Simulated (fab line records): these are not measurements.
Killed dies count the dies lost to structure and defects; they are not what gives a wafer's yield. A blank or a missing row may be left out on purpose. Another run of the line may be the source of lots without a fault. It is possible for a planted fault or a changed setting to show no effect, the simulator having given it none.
fab line records ; flow n5Finfet
[record] lots = 6; wafers = 18; lastDay = 17
route steps=1938 shown DUMMY_GATE@252 SPACER0@258 SD_EPI_N@262 BEOL_M4@1111
lots that met no fault: from a run of the same line without faults
startH: start of the lot's first displayed wafer, in hours after the record's first day ; waitH: hours since the lot's step before ; " repeats the value in the row above ; L1.1+2: a row that stands for several wafers ; - either no value or no given start ; * or withheld: withheld ; < > ~ a bound
route shown NAME@n: NAME is a module with steps in the file, n the number in the route of the first one ; usual: average and standard deviation across the fault-free wafers ; same: alike in all rows ; chamber/n: place in a boat ; sites: each site's reading ; _std_site: how widely they spread, as a standard deviation ; _edge_site: inner sites' mean taken away from outer sites' mean ; radiusMm: how far each site lies from the wafer's centre ; mask NAME#n: copy n ; behind: the last tool/chamber to shape the wafer ; hold: the reason the lot was held/the length of the hold in hours/how it ended ; device: the transistor (n, p or np) that didn't switch ; end of line: at the end of the route, the tests of the same wafers ; where a step has no rows: the recipe by itself ; killed: the dies lost at the first sort to structure and to defects; this is not the yield of the wafer ; map: a wafer's dies, marking killed ones x, the rest . and places with no die _
set.NAME: the setting as run; set.NAME@STEP: as run at that earlier step ; model.NAME: the simulator's own value behind a step, which no gauge read
lots seen at some steps along the route; tables by step, rows by wafer
services: the hour from which a tool's chamber was out of use, counted from the record's first day as startH (under 0 if before that day), plus the number of hours and why
[[steps]]
[step N5_DUMMY_GATE_PRECLEAN_33]
[recipe] chemistry = dHF; timeS = 10; dilution = 750:1; tempC = 25
[step N5_DUMMY_GATE_PRECLEAN_25]
[recipe] chemistry = O3/DIW; timeS = 45; tempC = 22; o3Ppm = 10
[step N5_DUMMY_GATE_PRECLEAN_51]
[recipe] chemistry = SC2; timeS = 45; tempC = 35; mix = 1:1:50
[step N5_DUMMY_GATE_SRD_26]
[recipe] dry = ipaMarangoni; timeS = 30; tempC = 23; rinseLiquid = diw
[step N5_DUMMY_GATE_UV_OZONE_45]
[recipe] timeS = 120; pressureTorr = 760; tempC = 25
[step N5_DUMMY_GATE_INSPECT_27]
[recipe] inspectInstrument = brightfield; mode = aei
[usual] rawDefectCount = 314/91
lot.wafer;tool;chamber;startH;waitH;rawDefectCount
L442.1;defectInspect-02;-;60.47;0.0;269
L442.2;defectInspect-02;-;60.47;0.0;286
L442.5;defectInspect-02;-;60.47;0.0;292
L447.2;defectInspect-02;-;89.30;0.0;320
L447.4;defectInspect-02;-;89.30;0.0;298
L447.5;defectInspect-02;-;89.30;0.0;267
L448.1;defectInspect-01;-;98.19;0.0;231
L448.4;defectInspect-01;-;98.19;0.0;409
L448.6;defectInspect-01;-;98.19;0.0;388
L455.1;defectInspect-01;-;136.89;0.0;487
L455.2;defectInspect-01;-;136.89;0.0;495
L455.6;defectInspect-01;-;136.89;0.0;530
L457.3;defectInspect-01;-;152.29;0.0;275
L457.5;defectInspect-01;-;152.29;0.0;215
L457.6;defectInspect-01;-;152.29;0.0;194
L463.1;defectInspect-02;-;188.81;0.0;372
L463.2;defectInspect-02;-;188.81;0.0;341
L463.3;defectInspect-02;-;188.81;0.0;307
[step N5_SPACER0_ALD_07]
[recipe] material = SiNx; targetThkA = 20; tempC = 400; aldPrecursorFamily = SiH2I2; aldCoReactant = N2/H2-plasma; pressureTorr = 2
[usual] heaterPowerW = 883/95
lot.wafer;tool;chamber;startH;waitH;heaterPowerW
L442.1;aldSin-03;0;60.67;0.2;895
L442.2;aldSin-03;2;60.67;0.2;768
L442.5;aldSin-03;3;60.67;0.2;914
L447.2;aldSin-03;1;89.88;0.6;913
L447.4;aldSin-03;0;89.88;0.6;930
L447.5;aldSin-03;2;89.88;0.6;753
L448.1;aldSin-02;1;98.72;0.5;928
L448.4;aldSin-02;3;98.72;0.5;904
L448.6;aldSin-02;3;98.72;0.5;899
L455.1;aldSin-02;3;136.93;0.0;891
L455.2;aldSin-02;0;136.93;0.0;925
L455.6;aldSin-02;2;136.93;0.0;814
L457.3;aldSin-03;1;152.33;0.0;913
L457.5;aldSin-03;2;152.33;0.0;795
L457.6;aldSin-03;1;152.33;0.0;895
L463.1;aldSin-01;2;190.65;1.8;885
L463.2;aldSin-01;0;190.65;1.8;1069
L463.3;aldSin-01;1;190.65;1.8;855
[step N5_SPACER0_ALD_00]
[recipe] material = SiOCN; targetThkA = 35; tempC = 400; aldPrecursorFamily = alkyl-aminosilane; aldCoReactant = O2/N2-plasma; pulseTimeS = 3; purgeTimeS = 2; coReactantPurgeTimeS = 2; aldCycles = 58; pressureTorr = 2
[usual] heaterPowerW = 880/94; precursorPulseHeightRel = 1.000/0.018
lot.wafer;tool;chamber;startH;waitH;heaterPowerW;precursorPulseHeightRel
L442.1;aldSin-03;0;60.83;0.1;900;0.989
L442.2;aldSin-03;2;60.83;0.1;779;0.998
L442.5;aldSin-03;3;60.83;0.1;902;1.001
L447.2;aldSin-03;1;90.03;0.1;933;1.015
L447.4;aldSin-03;0;90.03;0.1;911;0.960
L447.5;aldSin-03;2;90.03;0.1;756;1.001
L448.1;aldSin-02;1;98.87;0.1;888;1.033
L448.4;aldSin-02;3;98.87;0.1;900;0.971
L448.6;aldSin-02;3;98.87;0.1;908;0.997
L455.1;aldSin-02;3;137.08;0.1;906;1.002
L455.2;aldSin-02;0;137.08;0.1;908;1.021
L455.6;aldSin-02;2;137.08;0.1;810;1.018
L457.3;aldSin-03;1;152.48;0.1;928;1.019
L457.5;aldSin-03;2;152.48;0.1;759;1.007
L457.6;aldSin-03;1;152.48;0.1;896;0.984
L463.1;aldSin-01;2;190.80;0.1;875;0.983
L463.2;aldSin-01;0;190.80;0.1;1082;0.999
L463.3;aldSin-01;1;190.80;0.1;878;0.973
[step N5_SPACER0_ALD_08]
[recipe] material = SiNx; targetThkA = 20; tempC = 400; aldPrecursorFamily = SiH2I2; aldCoReactant = N2/H2-plasma; pressureTorr = 2
[usual] heaterPowerW = 881/96
lot.wafer;tool;chamber;startH;waitH;heaterPowerW
L442.1;aldSin-03;0;61.08;0.1;898
L442.2;aldSin-03;2;61.08;0.1;774
L442.5;aldSin-03;3;61.08;0.1;909
L447.2;aldSin-03;1;90.29;0.1;919
L447.4;aldSin-03;0;90.29;0.1;902
L447.5;aldSin-03;2;90.29;0.1;776
L448.1;aldSin-02;1;99.13;0.1;911
L448.4;aldSin-02;3;99.13;0.1;907
L448.6;aldSin-02;3;99.13;0.1;892
L455.1;aldSin-02;3;137.34;0.1;919
L455.2;aldSin-02;0;137.34;0.1;889
L455.6;aldSin-02;2;137.34;0.1;796
L457.3;aldSin-03;1;152.74;0.1;941
L457.5;aldSin-03;2;152.74;0.1;793
L457.6;aldSin-03;1;152.74;0.1;917
L463.1;aldSin-01;2;191.06;0.1;888
L463.2;aldSin-01;0;191.06;0.1;1083
L463.3;aldSin-01;1;191.06;0.1;871
[step N5_SPACER0_INSPECT_04]
[recipe] inspectInstrument = darkfield; mode = postDep
[usual] rawDefectCount = 148/39
lot.wafer;tool;chamber;startH;waitH;rawDefectCount
L442.1;defectInspect-02;-;61.24;0.1;107
L442.2;defectInspect-02;-;61.24;0.1;123
L442.5;defectInspect-02;-;61.24;0.1;128
L447.2;defectInspect-02;-;90.44;0.1;144
L447.4;defectInspect-02;-;90.44;0.1;129
L447.5;defectInspect-02;-;90.44;0.1;109
L448.1;defectInspect-01;-;99.28;0.1;110
L448.4;defectInspect-01;-;99.28;0.1;201
L448.6;defectInspect-01;-;99.28;0.1;173
L455.1;defectInspect-02;-;137.50;0.1;196
L455.2;defectInspect-02;-;137.50;0.1;207
L455.6;defectInspect-02;-;137.50;0.1;188
L457.3;defectInspect-02;-;152.89;0.1;143
L457.5;defectInspect-02;-;152.89;0.1;124
L457.6;defectInspect-02;-;152.89;0.1;95
L463.1;defectInspect-02;-;191.21;0.1;188
L463.2;defectInspect-02;-;191.21;0.1;154
L463.3;defectInspect-02;-;191.21;0.1;148
[step N5_SD_EPI_N_COAT_32]
[recipe] resist = SOC; tempC = 250; timeS = 60; spinRpm = 1500; resistThkNm = 350
[step N5_SD_EPI_N_COAT_33]
[recipe] resist = SiARC; tempC = 220; timeS = 60; spinRpm = 1500; resistThkNm = 35
[step N5_SD_EPI_N_COAT_03]
[recipe] resist = CAR-ArF-block; spinRpm = 1500; resistThkNm = 150
[usual] spinSpeedRpm = 1499.9/0.81
lot.wafer;tool;chamber;startH;waitH;spinSpeedRpm;model.CAR-ArF-block_of_SD_EPI_N_COAT_03.thkNm
L442.1;lithoTrack-03;0;61.28;-;1501.3;149.8
L442.2;lithoTrack-03;0;61.28;-;1501.2;150
L442.5;lithoTrack-03;0;61.28;-;1500.9;149.8
L447.2;lithoTrack-03;0;90.48;-;1758.2;138.8
L447.4;lithoTrack-03;0;90.48;-;1758.3;138.8
L447.5;lithoTrack-03;0;90.48;-;1758.2;139
L448.1;lithoTrack-03;0;99.32;-;1759.0;139
L448.4;lithoTrack-03;0;99.32;-;1759.5;139.2
L448.6;lithoTrack-03;0;99.32;-;1758.3;139.2
L455.1;lithoTrack-04;0;137.53;-;1501.3;150.2
L455.2;lithoTrack-04;0;137.53;-;1500.1;150.4
L455.6;lithoTrack-04;0;137.53;-;1499.4;149.6
L457.3;lithoTrack-02;0;152.93;-;1501.4;150.2
L457.5;lithoTrack-02;0;152.93;-;1500.9;149.2
L457.6;lithoTrack-02;0;152.93;-;1501.1;150
L463.1;lithoTrack-04;0;191.25;-;1497.5;150
L463.2;lithoTrack-04;0;191.25;-;1500.0;149.4
L463.3;lithoTrack-04;0;191.25;-;1499.7;150
[step N5_SD_EPI_N_EBR_05]
[recipe] solvent = PGMEA; ebrWidthMm = 1.5
[step N5_SD_EPI_N_SOFTBAKE_04]
[recipe] tempC = 110; timeS = 60; resist = CAR-ArF-block
[step N5_SD_EPI_N_EXPOSE_06]
[recipe] maskId = SD_N_BLK; na = 1.35; sourceShape = conventional; sigmaOuter = 0.8; polarization = unpolarized; targetCdNm = 120; doseMj = 39.75
[step N5_SD_EPI_N_PEB_07]
[recipe] pebTempC = 110; pebTimeS = 60; resist = CAR-ArF-block
[step N5_SD_EPI_N_DEVELOP_08]
[recipe] developTimeS = 30; developer = TMAH; resist = CAR-ArF-block; devTempC = 23; rinseLiquid = diw; dry = airSpin
[step N5_SD_EPI_N_CD_MEAS_09]
[recipe] targetCdNm = 120; landingEnergyEv = 500; detector = seInlens
[usual] cdNm = 119.9/0.56
lot.wafer;tool;chamber;startH;waitH;cdNm
L442.1;cdSem-02;0;61.51;-;119.6
L442.2;cdSem-02;0;61.51;-;120.0
L442.5;cdSem-02;0;61.51;-;119.8
L447.2;cdSem-02;0;90.72;-;120.9
L447.4;cdSem-02;0;90.72;-;120.7
L447.5;cdSem-02;0;90.72;-;120.3
L448.1;cdSem-03;0;99.68;-;120.9
L448.4;cdSem-03;0;99.68;-;120.0
L448.6;cdSem-03;0;99.68;-;120.6
L455.1;cdSem-03;0;137.90;-;119.4
L455.2;cdSem-03;0;137.90;-;119.7
L455.6;cdSem-03;0;137.90;-;119.9
L457.3;cdSem-01;0;153.17;-;120.4
L457.5;cdSem-01;0;153.17;-;120.0
L457.6;cdSem-01;0;153.17;-;119.9
L463.1;cdSem-03;0;191.49;-;120.5
L463.2;cdSem-03;0;191.49;-;119.8
L463.3;cdSem-03;0;191.49;-;120.9
[step N5_SD_EPI_N_OVL_MEAS_10]
[recipe] pointsPerWafer = 44
[usual] SD_N_BLK_OVL = -0.2/0.67
lot.wafer;tool;chamber;startH;waitH;SD_N_BLK_OVL[nm]
L442.1;overlay-02;0;61.54;0.0;-0.4
L442.2;overlay-02;0;61.54;0.0;-0.4
L442.5;overlay-02;0;61.54;0.0;0.2
L447.2;overlay-01;0;90.75;0.0;-0.2
L447.4;overlay-01;0;90.75;0.0;0.3
L447.5;overlay-01;0;90.75;0.0;0.7
L448.1;overlay-01;0;99.71;0.0;-0.1
L448.4;overlay-01;0;99.71;0.0;0.2
L448.6;overlay-01;0;99.71;0.0;0.0
L455.1;overlay-01;0;137.93;0.0;0.1
L455.2;overlay-01;0;137.93;0.0;-0.8
L455.6;overlay-01;0;137.93;0.0;-0.9
L457.3;overlay-02;0;153.20;0.0;-0.1
L457.5;overlay-02;0;153.20;0.0;-0.5
L457.6;overlay-02;0;153.20;0.0;0.1
L463.1;overlay-01;0;191.52;0.0;0.4
L463.2;overlay-01;0;191.52;0.0;0.6
L463.3;overlay-01;0;191.52;0.0;1.1
[step N5_SD_EPI_N_INSPECT_11]
[recipe] mode = adi; inspectInstrument = macro
[usual] rawDefectCount = 2.0/1.4
lot.wafer;tool;chamber;startH;waitH;rawDefectCount
L442.1;defectInspect-02;-;61.57;0.0;2
L442.2;defectInspect-02;-;61.57;0.0;3
L442.5;defectInspect-02;-;61.57;0.0;3
L447.2;defectInspect-01;-;90.77;0.0;0
L447.4;defectInspect-01;-;90.77;0.0;2
L447.5;defectInspect-01;-;90.77;0.0;0
L448.1;defectInspect-02;-;99.74;0.0;0
L448.4;defectInspect-02;-;99.74;0.0;4
L448.6;defectInspect-02;-;99.74;0.0;0
L455.1;defectInspect-02;-;137.95;0.0;1
L455.2;defectInspect-02;-;137.95;0.0;1
L455.6;defectInspect-02;-;137.95;0.0;1
L457.3;defectInspect-01;-;153.22;0.0;1
L457.5;defectInspect-01;-;153.22;0.0;2
L457.6;defectInspect-01;-;153.22;0.0;2
L463.1;defectInspect-01;-;191.54;0.0;2
L463.2;defectInspect-01;-;191.54;0.0;1
L463.3;defectInspect-01;-;191.54;0.0;1
[step N5_SD_EPI_N_DESCUM_14]
[recipe] chemistry = O2; timeS = 7.9; sourcePowerW = 50; biasPowerW = 20; pressureMtorr = 20; rfFrequencyHz = 2.712e+07; tempC = 40; resist = CAR-ArF-block; o2FlowSccm = 225
[usual] drypumpMotorCurrentA = 5.7/0.46; oesProductAu = 0.82/0.093; rfFwdPowerW = 49.35/0.23; rfVppV = 243.2/1.6; showerheadPlenumPTorr = 2.09/0.077; tempC = 40.02/0.11; throttleValvePct = 20.35/0.2
[same] timeS = 7.9
lot.wafer;tool;chamber;startH;waitH;drypumpMotorCurrentA;oesProductAu;rfFwdPowerW;rfHoursCounterH;rfVppV;showerheadPlenumPTorr;tempC;throttleValvePct
L442.1;rieDiel-05;2;61.69;0.1;5.8;0.71;48.98;214;242.3;2.08;40.04;20.53
L442.2;rieDiel-05;1;61.69;0.1;5.9;0.90;49.17;21;243.7;2.14;39.96;19.97
L442.5;rieDiel-05;3;61.69;0.1;5.7;0.69;49.86;-;241.6;2.05;40.01;20.94
L447.2;rieDiel-05;0;91.15;0.4;5.7;0.81;49.38;94;246.5;2.19;39.99;20.37
L447.4;rieDiel-05;2;91.15;0.4;5.8;0.71;49.51;-;242.7;2.07;39.97;20.56
L447.5;rieDiel-05;0;91.15;0.4;5.7;0.80;49.67;-;244.3;2.19;39.83;20.37
L448.1;rieDiel-05;2;99.77;0.0;5.8;0.70;49.27;229;243.3;2.07;40.17;20.54
L448.4;rieDiel-05;1;99.77;0.0;5.9;0.87;49.09;-;243.7;2.14;40.15;19.98
L448.6;rieDiel-05;0;99.77;0.0;5.7;0.80;49.03;-;244.9;2.19;39.77;20.39
L455.1;rieDiel-02;2;138.08;0.1;5.6;0.92;49.50;28;244.4;2.22;39.94;20.45
L455.2;rieDiel-02;1;138.08;0.1;5.9;0.73;49.40;175;242.5;1.99;39.97;20.41
L455.6;rieDiel-02;1;138.08;0.1;5.9;0.73;49.38;-;241.2;1.99;40.06;20.42
L457.3;rieDiel-04;3;153.25;0.0;5.0;0.85;49.55;53;243.9;2.13;40.20;20.45
L457.5;rieDiel-04;0;153.25;0.0;5.0;0.72;49.30;-;240.7;1.98;40.01;20.49
L457.6;rieDiel-04;3;153.25;0.0;5.0;0.87;49.65;-;243.3;2.13;40.26;20.44
L463.1;rieDiel-05;3;191.77;0.2;5.7;0.87;49.66;34;242.3;2.04;40.02;20.56
L463.2;rieDiel-05;1;191.77;0.2;5.9;0.83;49.15;71;242.3;2.12;40.08;20.05
L463.3;rieDiel-05;2;191.77;0.2;5.8;0.97;49.26;2;242.7;2.07;39.95;20.19
[step N5_SD_EPI_N_ETCH_34]
[recipe] chemistry = CF4; target = SiARC; targetDepthA = 455; maskMaterial = CAR-ArF-block; timeS = 75.8; ionEnergyEv = 80; pressureMtorr = 40; sourceW = 545; biasW = 36; Ar_flow_sccm = 100; cf4FlowSccm = 100; ends = cleared
[usual] drypumpMotorCurrentA = 5.7/0.45; etchRfOnTimeS = 75.6/1.8; oesProductAu = 0.70/0.079; rfFwdPowerW = 539.4/2; rfVppV = 184.1/1.3; showerheadPlenumPTorr = 2.14/0.076; throttleValvePct = 15.53/0.2
lot.wafer;tool;chamber;startH;waitH;drypumpMotorCurrentA;etchRfOnTimeS;oesProductAu;rfFwdPowerW;rfHoursCounterH;rfVppV;showerheadPlenumPTorr;throttleValvePct;model.CAR-ArF-block_of_SD_EPI_N_COAT_03.thkNm
L442.1;rieDiel-05;2;61.73;0.0;5.8;76.8;0.61;538.2;214;184.0;2.12;15.71;110.8
L442.2;rieDiel-05;1;61.73;0.0;5.9;76.7;0.76;539.6;21;183.8;2.19;15.12;110.8
L442.5;rieDiel-05;3;61.73;0.0;5.7;77.3;0.59;542.3;-;182.9;2.11;16.20;110.6
L447.2;rieDiel-05;0;91.18;0.0;5.7;77.5;0.69;541.4;94;184.2;2.24;15.57;99.8
L447.4;rieDiel-05;2;91.18;0.0;5.8;76.9;0.61;537.7;-;184.4;2.12;15.72;99.8
L447.5;rieDiel-05;0;91.18;0.0;5.7;78.4;0.68;541.5;-;185.3;2.24;15.60;99.8
L448.1;rieDiel-05;2;99.81;0.0;5.8;76.9;0.60;536.5;229;184.5;2.12;15.74;100
L448.4;rieDiel-05;1;99.81;0.0;5.9;76.3;0.75;537.8;-;185.8;2.18;15.13;100
L448.6;rieDiel-05;0;99.81;0.0;5.7;77.5;0.70;538.9;-;184.4;2.24;15.60;100
L455.1;rieDiel-02;2;138.11;0.0;5.6;74.0;0.80;540.5;28;185.8;2.27;15.57;111
L455.2;rieDiel-02;1;138.11;0.0;5.9;74.7;0.63;537.5;175;183.7;2.05;15.70;111.4
L455.6;rieDiel-02;1;138.11;0.0;5.9;75.1;0.63;537.3;-;185.0;2.05;15.70;110.6
L457.3;rieDiel-04;3;153.29;0.0;5.0;73.2;0.73;538.3;53;185.6;2.17;15.55;111
L457.5;rieDiel-04;0;153.29;0.0;5.0;76.9;0.60;541.9;-;183.6;2.03;15.70;110.2
L457.6;rieDiel-04;3;153.29;0.0;5.0;72.7;0.74;539.8;-;183.8;2.17;15.55;110.8
L463.1;rieDiel-05;3;191.81;0.0;5.7;75.8;0.74;542.0;34;183.0;2.09;15.73;111
L463.2;rieDiel-05;1;191.81;0.0;5.9;76.2;0.70;541.3;71;183.5;2.17;15.19;110.6
L463.3;rieDiel-05;2;191.81;0.0;5.8;75.1;0.82;540.2;2;183.7;2.11;15.27;111
[step N5_SD_EPI_N_ETCH_35]
[recipe] chemistry = N2/H2; target = SOC; overetchA = 1080; maskMaterial = SiARC; tempC = 40; ionEnergyEv = 100; sourceW = 3000; biasW = 133; pressureMtorr = 20; timeS = 486; n2FlowSccm = 200; h2FlowSccm = 200
[usual] drypumpMotorCurrentA = 5.8/0.45; h2FlowSccm = 199.9/0.61; oesProductAu = 0.73/0.076; rfFwdPowerW = 2995/9; rfVppV = 240.7/1.5; showerheadPlenumPTorr = 2.54/0.096; tempC = 40.02/0.11; throttleValvePct = 23.71/0.26
[same] timeS = 486
lot.wafer;tool;chamber;startH;waitH;drypumpMotorCurrentA;h2FlowSccm;oesProductAu;rfFwdPowerW;rfHoursCounterH;rfVppV;showerheadPlenumPTorr;tempC;throttleValvePct
L442.1;rieDiel-05;2;61.79;0.0;5.8;200.3;0.65;3007;214;240.2;2.52;40.08;23.86
L442.2;rieDiel-05;1;61.79;0.0;5.9;199.8;0.81;2996;21;240.5;2.59;40.07;23.36
L442.5;rieDiel-05;3;61.79;0.0;5.6;198.7;0.63;3007;-;240.8;2.50;39.93;24.46
L447.2;rieDiel-05;0;91.24;0.0;5.7;199.6;0.73;3000;94;242.3;2.67;39.93;23.70
L447.4;rieDiel-05;2;91.24;0.0;5.8;200.1;0.64;3009;-;239.9;2.51;40.06;23.89
L447.5;rieDiel-05;0;91.24;0.0;5.7;199.3;0.73;3007;-;241.0;2.67;40.21;23.69
L448.1;rieDiel-05;2;99.86;0.0;5.8;200.7;0.63;2992;230;241.4;2.51;40.06;23.88
L448.4;rieDiel-05;1;99.86;0.0;5.9;200.0;0.77;3004;-;241.0;2.58;40.09;23.38
L448.6;rieDiel-05;0;99.86;0.0;5.7;200.0;0.73;2992;-;243.6;2.67;40.02;23.69
L455.1;rieDiel-02;2;138.17;0.0;5.6;199.0;0.83;3012;28;244.1;2.70;40.18;23.84
L455.2;rieDiel-02;1;138.17;0.0;5.9;198.3;0.66;2994;175;239.5;2.41;40.08;23.58
L455.6;rieDiel-02;1;138.17;0.0;5.9;198.7;0.66;2985;-;237.8;2.41;40.01;23.59
L457.3;rieDiel-04;3;153.35;0.0;5.0;200.4;0.77;3017;53;242.4;2.58;39.99;23.82
L457.5;rieDiel-04;0;153.35;0.0;5.1;199.5;0.64;2995;-;238.3;2.41;39.96;23.81
L457.6;rieDiel-04;3;153.35;0.0;5.0;200.0;0.76;3019;-;240.4;2.58;39.85;23.82
L463.1;rieDiel-05;3;191.86;0.0;5.7;199.7;0.78;2986;34;238.8;2.49;39.90;24.09
L463.2;rieDiel-05;1;191.86;0.0;5.9;200.2;0.74;2995;72;241.7;2.57;40.24;23.43
L463.3;rieDiel-05;2;191.86;0.0;5.8;199.6;0.87;2991;2;239.6;2.50;40.14;23.58
[step N5_BEOL_M4_RC_MEAS_101]
[usual] DIBL_N = 36.2/1.5; DIBL_P = 36.2/1.7; IOFF_N = 0.155/0.021; IOFF_P = 0.216/0.026; ION_N = 674/11; ION_P = 464/6.8; SS_N = 71.5/0.56; SS_P = 73.3/0.6; VT_N = 250.2/2.6; VT_P = -249.3/2.5
lot.wafer;tool;chamber;startH;waitH;DIBL_N[mV/V];DIBL_P[mV/V];IOFF_N[nA/um];IOFF_P[nA/um];ION_N[uA/um];ION_P[uA/um];SS_N[mV/dec];SS_P[mV/dec];VT_N[mV];VT_P[mV]
L442.1;prober-01;0;178.33;0.0;36.2;36.7;0.176;0.236;684;461;72.4;73.6;247.2;-246.5
L442.2;prober-01;0;178.33;0.0;34.7;34.3;0.140;0.201;678;463;71.4;74.0;251.6;-250.2
L442.5;prober-01;0;178.33;0.0;35.4;35.3;0.153;0.210;677;464;71.8;73.5;249.3;-249.5
L447.2;prober-02;0;202.76;0.2;38.4;39.2;0.201;0.289;687;477;72.8;74.4;246.9;-244.3
L447.4;prober-02;0;202.76;0.2;35.9;36.5;0.153;0.245;679;472;71.7;73.1;251.0;-244.6
L447.5;prober-02;0;202.76;0.2;37.8;38.0;0.185;0.270;679;469;72.7;73.6;245.9;-244.3
L448.1;prober-02;0;209.87;0.0;35.4;36.4;0.140;0.201;676;464;71.4;73.3;253.5;-254.5
L448.4;prober-02;0;209.87;0.0;35.7;37.3;0.146;0.216;665;460;72.3;74.0;252.0;-251.0
L448.6;prober-02;0;209.87;0.0;36.7;38.0;0.153;0.233;672;462;71.4;73.1;252.1;-249.7
L455.1;prober-01;0;258.57;0.0;36.8;36.9;0.143;0.209;668;463;71.6;73.2;254.0;-250.6
L455.2;prober-01;0;258.57;0.0;36.8;36.8;0.154;0.209;672;456;71.5;73.4;251.8;-251.0
L455.6;prober-01;0;258.57;0.0;37.7;38.1;0.171;0.222;664;454;71.5;73.3;252.9;-249.7
L457.3;prober-01;0;271.46;0.3;38.9;38.7;0.213;0.273;674;463;72.2;75.0;246.9;-244.7
L457.5;prober-01;0;271.46;0.3;37.7;37.6;0.184;0.259;681;470;71.6;73.5;248.7;-245.1
L457.6;prober-01;0;271.46;0.3;35.6;36.0;0.155;0.222;683;473;71.5;73.6;248.5;-245.9
L463.1;prober-02;0;310.46;0.0;34.9;35.4;0.123;0.197;666;467;70.3;72.6;254.0;-247.1
L463.2;prober-02;0;310.46;0.0;36.9;37.7;0.159;0.228;671;462;71.5;73.0;247.0;-247.1
L463.3;prober-02;0;310.46;0.0;35.1;35.2;0.126;0.194;672;467;71.2;73.0;254.5;-250.2
[[services]]
tool;chamber;startH;hours;kind
aldSin-02;-;40.35;0.2;repair
aldSin-02;-;43.75;2.8;pm
rieDiel-05;3;72.46;6.0;repair
aldSin-02;2;75.94;10.8;repair
rieDiel-05;3;79.03;-;clean
rieDiel-05;3;79.03;-;consumableReplace:focusRing
rieDiel-05;3;79.03;22.2;scheduledDown
rieDiel-05;3;79.03;22.2;ventCycle
aldSin-01;-;85.25;14.0;pm
rieDiel-04;0;85.48;1.2;repair
rieDiel-05;-;85.59;0.9;repair
aldSin-02;0;119.88;8.3;repair
rieDiel-04;2;121.14;23.0;repair
rieDiel-05;0;131.14;2.1;repair
rieDiel-04;0;140.08;11.9;repair
rieDiel-02;2;148.16;3.1;repair
rieDiel-05;2;160.82;-;clean
rieDiel-05;2;160.82;-;consumableReplace:esc
rieDiel-05;2;160.82;-;consumableReplace:focusRing
rieDiel-05;2;160.82;23.6;scheduledDown
rieDiel-05;2;160.82;23.6;ventCycle
rieDiel-04;0;167.44;22.2;repair
rieDiel-04;-;173.55;2.8;pm
aldSin-03;-;176.75;14.0;pm
[[key]]
[firstSign] step = N5_SD_EPI_N_COAT_03; reading = spinSpeedRpm; direction = up; sigmas = 99+; usual = *; struck = *
effect none on later readings
[modelEffect] step = N5_SD_EPI_N_COAT_03; value = CAR-ArF-block_of_SD_EPI_N_COAT_03.thkNm; without = 150.6; struck = 139
[modelEffect] step = N5_SD_EPI_N_ETCH_34; value = CAR-ArF-block_of_SD_EPI_N_COAT_03.thkNm; without = 111.4; struck = 99.9
metAt N5_SD_EPI_N_COAT_03
struckWafers L447.2,L447.4,L447.5,L448.1,L448.4,L448.6
onsetBetween 61.28 90.48
[fault] kind = processParameterDrift; tool = lithoTrack-03; chamber = -; onsetH = 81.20; steps = N5_SD_EPI_N_COAT_03; channel = spinRpm; offset = *; shape = step; endH = 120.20; actsIn = *; stated = *
